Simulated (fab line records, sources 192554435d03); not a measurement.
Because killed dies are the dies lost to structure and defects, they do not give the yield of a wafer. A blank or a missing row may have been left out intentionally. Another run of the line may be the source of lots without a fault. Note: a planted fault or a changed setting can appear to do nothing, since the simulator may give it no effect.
fab line records	flow n5Finfet
record lots=6	wafers=18	lastDay=17
route steps=1938 shown BEOL_M4@1071
lots that met no fault: from a run of the same line without faults
startH: the number of hours between the record's first day and the start of the first shown wafer of the lot	waitH: hours from the lot's prior step to this one	" as in the row above	L1.1+2: one row covering several wafers at once	- no value, or no start was given	* or withheld: withheld	< > ~ a bound
route shown NAME@n: a module of which the file shows steps, and the number in the route of the first	usual: mean/standard deviation taken from wafers without a fault	same: alike in all rows	chamber/n: place in a boat	sites: the reading at each site	_std_site: their standard deviation	_edge_site: outer sites' mean less inner sites'	radiusMm: for every site, how far away it sits from the centre of the wafer	mask NAME#n: copy n	behind: the tool/chamber that last shaped the wafer	hold: what put the lot on hold/how long, in hours/how the hold closed	device: whichever transistor did not switch (one of n, p or np)	end of line: the tests these same wafers got at the end of their route	a step without rows: its recipe alone	killed: count of dies lost to structure and defects at first sort (not the wafer's yield)	map: the dies of a wafer, with x for killed, . for not killed, _ for no die there
set.NAME: the setting as run; set.NAME@STEP: as run at that earlier step	model.NAME: the simulator's own value behind a step, which no gauge read
a table for each step, a row for each wafer; lots at some steps of the route
services: a tool's chamber out of use, with start hour (startH, from the record's first day; less than 0 if before it), hours out, and reason
## steps
# step N5_BEOL_M4_ETCH_41
# recipe chemistry=CH3F/O2	target=SiCN	targetDepthA=299	taperDeg=2	timeS=52.5	ionEnergyEv=120	maskMaterial=TiN	pressureMtorr=30	sourceW=395	biasW=75	Ar_flow_sccm=150	CH3F_flow_sccm=30	O2_flow_sccm=20
# usual biasW=75.02/0.22	drypumpMotorCurrentA=5.6/0.49	oesProductAu=0.83/0.098	rfVppV=297.2/1.2	showerheadPlenumPTorr=1.99/0.046	throttleValvePct=16.32/0.22
lot.wafer	tool	chamber	startH	waitH	biasW	drypumpMotorCurrentA	oesProductAu	rfHoursCounterH	rfVppV	showerheadPlenumPTorr	throttleValvePct
L617.1	rieDiel-05	2	-	-	75.40	4.8	0.73	165	295.0	1.92	16.45
L617.3	"	0	"	"	74.86	5.9	0.88	41	296.4	1.96	16.38
L617.4	"	1	"	"	74.99	5.1	0.86	31	299.0	2.03	16.10
L622.1	rieDiel-03	0	-	-	74.89	6.3	0.97	6	296.9	1.99	16.39
L622.4	"	2	"	"	75.41	5.8	0.90	45	298.7	2.04	16.05
L622.5	"	3	"	"	75.01	5.5	0.69	-	297.4	2.03	16.54
L624.1	rieDiel-06	3	-	-	74.76	4.8	0.67	224	298.4	2.08	16.75
L624.3	"	2	"	"	75.18	4.7	0.93	8	297.5	1.95	16.15
L624.6	"	0	"	"	74.84	5.3	0.87	-	297.2	2.05	16.05
L625.2	rieDiel-05	0	-	-	75.09	5.9	0.85	58	295.4	1.95	16.42
L625.5	"	3	"	"	75.04	6.1	0.68	-	297.5	1.98	16.52
L625.6	"	1	"	"	74.93	5.1	0.83	-	299.3	2.03	16.13
L637.1	rieDiel-05	3	-	-	74.81	6.1	0.67	241	296.8	1.97	16.59
L637.3	"	0	"	"	75.49	5.9	0.82	87	294.9	1.94	16.47
L637.6	"	0	"	"	75.40	5.9	0.81	-	297.3	1.94	16.46
L639.1	rieDiel-05	1	-	-	75.09	5.1	0.80	79	299.0	2.02	16.20
L639.2	"	3	"	"	75.14	6.1	0.66	243	296.8	1.97	16.59
L639.5	"	2	"	"	74.97	4.9	0.71	-	294.5	1.90	16.52
# step N5_BEOL_M4_STRIP_97
# recipe chemistry=N2/H2	timeS=10	powerW=450	tempC=40	pressureMtorr=20	rfFrequencyHz=6e+07	biasPowerW=7	n2FlowSccm=200	h2FlowSccm=200
# usual drypumpMotorCurrentA=5.6/0.49	oesProductAu=0.83/0.1	rfVppV=59.1/0.82	showerheadPlenumPTorr=2.53/0.071	throttleValvePct=23.8/0.31
lot.wafer	tool	chamber	startH	waitH	drypumpMotorCurrentA	oesProductAu	rfHoursCounterH	rfVppV	showerheadPlenumPTorr	throttleValvePct
L617.1	rieDiel-05	2	-	-	4.9	0.73	165	59.4	2.41	23.7
L617.3	"	0	"	"	5.9	0.88	41	58.1	2.46	23.3
L617.4	"	1	"	"	5.1	0.86	31	59.8	2.58	23.5
L622.1	rieDiel-03	0	-	-	6.3	0.99	6	59.2	2.50	23.8
L622.4	"	2	"	"	5.8	0.88	45	59.0	2.60	24.2
L622.5	"	3	"	"	5.5	0.70	-	60.5	2.63	24.3
L624.1	rieDiel-06	3	-	-	4.8	0.67	224	59.1	2.61	23.8
L624.3	"	2	"	"	4.7	0.94	8	59.0	2.48	23.5
L624.6	"	0	"	"	5.2	0.86	-	59.2	2.59	23.6
L625.2	rieDiel-05	0	-	-	5.9	0.87	58	59.6	2.45	23.3
L625.5	"	3	"	"	6.1	0.69	-	58.3	2.52	24.0
L625.6	"	1	"	"	5.1	0.84	-	59.8	2.58	23.5
L637.1	rieDiel-05	3	-	-	6.1	0.67	241	59.4	2.51	24.0
L637.3	"	0	"	"	5.9	0.82	87	59.1	2.44	23.3
L637.6	"	0	"	"	5.9	0.82	-	59.9	2.44	23.3
L639.1	rieDiel-05	1	-	-	5.1	0.80	79	59.6	2.56	23.5
L639.2	"	3	"	"	6.1	0.67	243	58.2	2.51	24.0
L639.5	"	2	"	"	4.9	0.71	-	57.3	2.39	23.7
# step N5_BEOL_M4_OCD_MEAS_38
# usual trenchDepthNm=55.2/1.4
lot.wafer	tool	chamber	startH	waitH	trenchDepthNm
L617.1	ocd-02	-	172.89	-	55.6
L617.3	"	-	"	"	56.4
L617.4	"	-	"	"	54.7
L622.1	ocd-01	-	194.07	-	56.0
L622.4	"	-	"	"	56.7
L622.5	"	-	"	"	55.7
L624.1	ocd-02	-	214.35	-	54.2
L624.3	"	-	"	"	56.1
L624.6	"	-	"	"	55.8
L625.2	ocd-01	-	220.37	-	55.1
L625.5	"	-	"	"	51.8
L625.6	"	-	"	"	53.9
L637.1	ocd-02	-	295.03	-	52.7
L637.3	"	-	"	"	55.1
L637.6	"	-	"	"	56.2
L639.1	ocd-02	-	297.94	-	55.5
L639.2	"	-	"	"	53.4
L639.5	"	-	"	"	55.6
# step N5_BEOL_M4_HM_STRIP_39
# recipe chemistry=peroxideTinStrip	material=TiN	targetDepthA=250	tempC=50	timeS=158
# step N5_BEOL_M4_SRD_40
# recipe timeS=30	tempC=23	rinseLiquid=diw	dry=ipaMarangoni
# step N5_BEOL_M4_PRECLEAN_42
# recipe chemistry=residueRemover	timeS=60	tempC=40
# step N5_BEOL_M4_SRD_43
# recipe timeS=30	tempC=23	rinseLiquid=diw	dry=ipaMarangoni
# step N5_BEOL_M4_CD_MEAS_35
# recipe targetCdNm=18	targetCdYNm=22.4	polarity=opening
# usual cdNm=18.0/0.41
lot.wafer	tool	chamber	startH	waitH	cdNm
L617.1	cdSem-03	-	173.16	0.0	17.9
L617.3	"	-	"	"	18.6
L617.4	"	-	"	"	17.7
L622.1	cdSem-02	-	194.22	0.0	18.0
L622.4	"	-	"	"	18.5
L622.5	"	-	"	"	18.0
L624.1	cdSem-03	-	214.50	0.0	17.7
L624.3	"	-	"	"	18.4
L624.6	"	-	"	"	18.1
L625.2	cdSem-03	-	220.53	0.0	18.0
L625.5	"	-	"	"	17.5
L625.6	"	-	"	"	17.3
L637.1	cdSem-01	-	295.18	0.0	17.9
L637.3	"	-	"	"	17.7
L637.6	"	-	"	"	17.6
L639.1	cdSem-02	-	298.11	0.0	18.0
L639.2	"	-	"	"	18.4
L639.5	"	-	"	"	18.2
# step N5_BEOL_M4_DEGAS_44
# recipe ambient=vacuum	tempC=250	timeS=60
# step N5_BEOL_M4_PRE_CLEAN_45
# recipe gas=H2/He	timeS=30	tempC=250
# usual heaterPowerW=325/31
lot.wafer	tool	chamber	startH	waitH	heaterPowerW
L617.1	pvdSputter-02	-	173.93	0.0	315
L617.3	"	-	"	"	365
L617.4	"	-	"	"	302
L622.1	pvdSputter-01	-	194.55	0.0	345
L622.4	"	-	"	"	270
L622.5	"	-	"	"	270
L624.1	pvdSputter-01	-	214.97	0.0	272
L624.3	"	-	"	"	332
L624.6	"	-	"	"	336
L625.2	pvdSputter-03	-	220.85	0.0	372
L625.5	"	-	"	"	264
L625.6	"	-	"	"	369
L637.1	pvdSputter-03	-	295.38	0.0	344
L637.3	"	-	"	"	353
L637.6	"	-	"	"	363
L639.1	pvdSputter-01	-	298.39	0.0	353
L639.2	"	-	"	"	337
L639.5	"	-	"	"	334
# step N5_BEOL_M4_ALD_84
# recipe material=TaN	targetThkA=*	tempC=275	aldPrecursorFamily=PDMAT	aldCoReactant=NH3	pressureTorr=3	carrierFlowSccm=1500	pulseTimeS=2	purgeTimeS=3	coReactantPurgeTimeS=2	coReactantPulseTimeS=3	aldCycles=30	precursorVesselTempC=75	precursorVesselPressureTorr=26.25	precursorVesselCarrierSccm=1000
# usual heaterPowerW=414/47	precursorVesselCarrierSccm=1000.4/3
# same coReactantPurgeTimeS=2	purgeTimeS=3
lot.wafer	tool	chamber	startH	waitH	heaterPowerW	precursorVesselCarrierSccm
L617.1	aldMetal-02	2	173.99	0.0	436	999.8
L617.3	"	3	"	"	400	1000.7
L617.4	"	1	"	"	341	1003.3
L622.1	aldMetal-02	2	194.61	0.0	427	995.4
L622.4	"	1	"	"	332	1004.5
L622.5	"	2	"	"	429	999.9
L624.1	aldMetal-03	1	215.05	0.1	350	1004.8
L624.3	"	2	"	"	410	1001.0
L624.6	"	2	"	"	422	998.6
L625.2	aldMetal-03	3	220.91	0.0	429	1003.4
L625.5	"	2	"	"	412	996.7
L625.6	"	1	"	"	354	1005.7
L637.1	aldMetal-02	0	295.45	0.1	474	1000.8
L637.3	"	3	"	"	411	1004.3
L637.6	"	1	"	"	336	999.4
L639.1	aldMetal-03	3	298.46	0.0	426	1004.5
L639.2	"	2	"	"	435	1005.4
L639.5	"	2	"	"	413	1001.5
# step N5_BEOL_M4_SURFACE_TREAT_85
# recipe gas=Ar	timeS=*	ionEnergyEv=*	ionCurrentMaCm2=0.5	pressureMtorr=*	arFlowSccm=30
# usual arFlowSccm=30.01/0.093	pressureMtorr=*	throttleValvePct=*
lot.wafer	tool	chamber	startH	waitH	arFlowSccm	pressureMtorr	throttleValvePct
L617.1	pvdSputter-01	-	174.28	0.2	30.00	*	*
L617.3	"	-	"	"	30.05	*	*
L617.4	"	-	"	"	29.94	*	*
L622.1	pvdSputter-01	-	194.84	0.1	29.96	*	*
L622.4	"	-	"	"	30.00	*	*
L622.5	"	-	"	"	30.09	*	*
L624.1	pvdSputter-03	-	215.35	0.2	30.19	*	*
L624.3	"	-	"	"	29.96	*	*
L624.6	"	-	"	"	30.05	*	*
L625.2	pvdSputter-03	-	221.25	0.2	30.06	*	*
L625.5	"	-	"	"	30.18	*	*
L625.6	"	-	"	"	30.02	*	*
L637.1	pvdSputter-01	-	295.72	0.2	29.74	*	*
L637.3	"	-	"	"	30.11	*	*
L637.6	"	-	"	"	30.20	*	*
L639.1	pvdSputter-03	-	298.77	0.2	30.06	*	*
L639.2	"	-	"	"	30.09	*	*
L639.5	"	-	"	"	30.06	*	*
# step N5_BEOL_M4_CVD_47
# recipe material=Co	targetThkA=30	tempC=withheld	precursor=CCTBA/H2	pressureTorr=30	timeS=223.8
# usual runLengthS=246.9/0.51
lot.wafer	tool	chamber	startH	waitH	runLengthS
L617.1	cvdCo-01	0	174.57	0.3	246.6
L617.3	"	2	"	"	246.0
L617.4	"	1	"	"	247.3
L622.1	cvdCo-01	1	194.96	0.1	246.8
L622.4	"	1	"	"	246.6
L622.5	"	2	"	"	246.0
L624.1	cvdCo-01	0	215.41	0.0	246.8
L624.3	"	1	"	"	246.9
L624.6	"	2	"	"	243.2
L625.2	cvdCo-01	1	221.54	0.3	246.6
L625.5	"	1	"	"	246.8
L625.6	"	2	"	"	243.1
L637.1	cvdCo-01	0	295.79	0.1	246.8
L637.3	"	2	"	"	246.1
L637.6	"	1	"	"	247.0
L639.1	cvdCo-02	1	298.92	0.1	246.6
L639.2	"	2	"	"	247.0
L639.5	"	1	"	"	247.0
# step N5_BEOL_M4_SPUTTER_48
# recipe material=Cu	targetThkA=45	tempC=-20	chamberPressurePa=0.07	powerW=withheld	timeS=8.29
# step N5_BEOL_M4_RC_MEAS_101
# usual DIBL_N=36.9/2.1	DIBL_P=37.1/2.5	IOFF_N=0.17/0.039	IOFF_P=0.23/0.043	ION_N=673/15	ION_P=462/9.1	SS_N=71.8/0.69	SS_P=73.6/0.74	VT_N=250/3.6	VT_P=-249.7/2.9
lot.wafer	tool	chamber	startH	waitH	DIBL_N[mV/V]	DIBL_P[mV/V]	IOFF_N[nA/um]	IOFF_P[nA/um]	ION_N[uA/um]	ION_P[uA/um]	SS_N[mV/dec]	SS_P[mV/dec]	VT_N[mV]	VT_P[mV]
L617.1	prober-02	0	177.68	0.0	38.0	38.5	0.19	0.26	676	470	72.5	74.5	248	-245.8
L617.3	"	0	"	"	34.6	34.4	0.13	0.18	653	447	71.3	73.0	254	-249.8
L617.4	"	0	"	"	35.9	38.0	0.17	0.25	668	464	71.7	73.8	251	-246.4
L622.1	prober-01	0	198.18	0.0	39.4	40.2	0.21	0.28	685	467	72.0	73.8	248	-244.5
L622.4	"	0	"	"	36.6	37.0	0.14	0.22	651	444	71.7	72.9	253	-250.8
L622.5	"	0	"	"	38.8	39.3	0.19	0.26	667	462	71.9	73.0	249	-246.6
L624.1	prober-02	0	218.42	0.0	33.0	33.9	0.13	0.19	677	470	70.7	72.6	249	-250.4
L624.3	"	0	"	"	38.5	40.7	0.24	0.30	679	464	72.9	74.2	244	-243.8
L624.6	"	0	"	"	39.1	41.6	0.26	0.32	699	472	72.8	75.1	241	-246.1
L625.2	prober-01	0	224.87	0.2	36.7	35.3	0.14	0.21	675	467	71.2	73.8	256	-251.4
L625.5	"	0	"	"	39.5	38.2	0.20	0.27	696	471	72.6	74.0	248	-247.0
L625.6	"	0	"	"	38.9	37.7	0.18	0.25	657	451	72.2	74.4	250	-247.9
L637.1	prober-01	0	299.41	0.0	34.9	35.0	0.15	0.21	673	461	71.7	73.4	250	-247.6
L637.3	"	0	"	"	37.7	37.8	0.22	0.28	680	468	72.5	74.2	245	-246.1
L637.6	"	0	"	"	35.2	35.1	0.17	0.23	676	471	71.3	73.2	247	-246.1
L639.1	prober-01	0	302.17	0.0	33.8	34.9	0.13	0.20	674	471	71.3	73.2	253	-249.9
L639.2	"	0	"	"	36.7	38.8	0.19	0.27	696	485	71.8	74.3	246	-246.4
L639.5	"	0	"	"	36.2	37.2	0.18	0.25	694	476	71.3	73.7	246	-244.1
## services
tool	chamber	startH	hours	kind
rieDiel-03	0	149.30	-	clean
rieDiel-03	0	149.30	-	consumableReplace:focusRing
rieDiel-03	0	149.30	25.7	scheduledDown
rieDiel-03	0	149.30	25.7	ventCycle
rieDiel-03	-	158.24	0.4	repair
rieDiel-06	2	168.19	-	clean
rieDiel-06	2	168.19	-	consumableReplace:focusRing
rieDiel-06	2	168.19	20.0	scheduledDown
rieDiel-06	2	168.19	20.0	ventCycle
rieDiel-03	3	168.79	4.2	repair
aldMetal-03	3	169.81	26.9	repair
cvdCo-02	0	178.70	4.6	repair
rieDiel-03	3	205.74	-	clean
rieDiel-03	3	205.74	-	consumableReplace:focusRing
rieDiel-03	3	205.74	18.8	scheduledDown
rieDiel-03	3	205.74	18.8	ventCycle
rieDiel-03	0	218.61	7.7	repair
rieDiel-06	-	223.44	14.6	pm
rieDiel-05	-	229.22	0.1	repair
cvdCo-02	-	261.61	0.6	repair
aldMetal-02	3	264.59	6.8	repair
aldMetal-02	-	274.12	2.8	pm
cvdCo-01	-	289.01	1.2	repair
cvdCo-01	-	298.06	0.6	repair
## key
firstSign step=N5_BEOL_M4_CVD_47	reading=runLengthS	direction=down	sigmas=7.4	usual=*	struck=*
effect none on later readings
metAt N5_BEOL_M4_CVD_47
struckWafers L624.6,L625.6
baselineLoss step=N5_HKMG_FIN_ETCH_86	wafers=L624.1
onsetBetween 194.96 215.41
fault kind=processParameterDrift	tool=cvdCo-01	chamber=2	onsetH=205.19	steps=N5_BEOL_M4_CVD_47	channel=timeS	offset=*	shape=step	endH=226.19	actsIn=*	stated=*
# baselineLoss: these wafers lose ten dies or more at that step, a loss of the line's own and not of a fault; the sort's usual values leave them out
